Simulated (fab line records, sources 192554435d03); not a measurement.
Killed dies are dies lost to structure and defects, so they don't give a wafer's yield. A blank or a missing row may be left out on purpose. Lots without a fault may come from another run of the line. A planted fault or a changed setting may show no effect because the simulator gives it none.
Chamber matching | flow n5_finfet | N5_BEOL_M11_PECVD_70 on pecvd-01: 3 sister chambers
The step deposits SiO2 from TEOS/O2, target thk 20 nm, time 22.7 s. 6 wafers are shown with their chamber, then 7 later ones without.

WAFERS WITH THEIR CHAMBER
wafer  | chamber | throttle_valve_pct (%) | heater_power_w (W)
L081.2 | 0       | 25.2                   | 701
L081.6 | 0       | 25.1                   | 704
L083.4 | 2       | 20.2                   | 746
L085.3 | 2       | 20.5                   | 754
L087.1 | 1       | 24.4                   | 578
L087.4 | 1       | 24.5                   | 569

WAFERS WITHOUT THEIR CHAMBER
wafer  | throttle_valve_pct (%) | heater_power_w (W)
L087.5 | 25.1                   | 740
L091.1 | 24.4                   | 545
L091.5 | 24.9                   | 736
L091.6 | 20.6                   | 822
L095.1 | 24.9                   | 736
L095.4 | 20.1                   | 814
L095.5 | 24.5                   | 618

WHICH CHAMBER EACH WENT THROUGH
wafer  | from the rows above | in truth
L087.5 | 0                   | 0
L091.1 | 1                   | 1
L091.5 | 0                   | 0
L091.6 | 2                   | 2
L095.1 | 0                   | 0
L095.4 | 2                   | 2
L095.5 | 1                   | 1
Placed correctly: 7 of 7. Can't be placed from these rows: 0. Placed wrongly: 0.
How it was worked out, from the rows above alone: a wafer's distance from a chamber is the root of the sum, over the readings, of the square of ((its reading less the chamber's mean) divided by the reading's scatter). The wafer belongs to the nearest chamber; if the next one is less than 2 further off, it can't be placed. A chamber's mean is the mean of its shown wafers. The scatter: the root of (the sum of the squares of (reading less its chamber's mean) over the shown wafers, divided by (wafers less chambers)).
